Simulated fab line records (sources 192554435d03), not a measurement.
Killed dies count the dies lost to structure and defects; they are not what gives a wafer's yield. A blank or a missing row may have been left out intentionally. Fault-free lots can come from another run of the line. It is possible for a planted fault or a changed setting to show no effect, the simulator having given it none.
What tool caused it? ; flow n5_finfet ; 36 wafers sampled from 12 lots at 1 step of a route of 1938

== WHAT THE GAUGES READ, wafer by wafer ==
N5_BEOL_M10_RS_MEAS_57: a four-point-probe measurement.
lot;measured;on;M10_RS (ohm/sq)
L075;day 11 00:41;film_metro-01;0.148 0.146 0.146
L076;day 12 00:02;film_metro-02;0.149 0.154 0.152
L080;day 12 09:59;film_metro-01;0.144 0.149 0.151
L077;day 12 12:41;film_metro-02;0.142 0.147 0.154
L083;day 12 18:07;film_metro-02;0.158 0.145 0.150
L085;day 13 07:24;film_metro-01;0.149 0.156 0.152
L087;day 13 18:18;film_metro-02;0.151 0.157 0.149
L089;day 14 17:05;film_metro-02;0.152 0.156 0.152
L093;day 15 06:43;film_metro-01;0.157 0.155 0.151
L092;day 15 08:13;film_metro-01;0.153 0.151 0.157
L095;day 16 08:02;film_metro-02;0.150 0.148 0.157
L096;day 16 15:07;film_metro-01;0.147 0.153 0.145

== WHAT TOOL EACH LOT RAN ON (gives the tool, then ch and the chambers of the sampled wafers, and finally the start) ==
There is no process step in the record ahead of these readings.

== THE ANSWER, worked out from the rows above alone ==
Rule: usual is defined by the lots themselves. The widest of any qualifying gaps counts: lots, ordered by their means at a reading, are off when they make up no more than a third of the lots, leave a main group of 4 or more, and stand apart from it by 3 or more times the standard deviation of that group's means. A main group is skipped when, at the precision printed for the reading in the tables above, its means are all equal. A lot without any number at a reading at which 4 lots or more have one is off too. The other lots that the step has rows for count as sound.
No lot is off at any reading shown: from this, nothing can be told.

== WHAT THE SIMULATOR PUT IN ==
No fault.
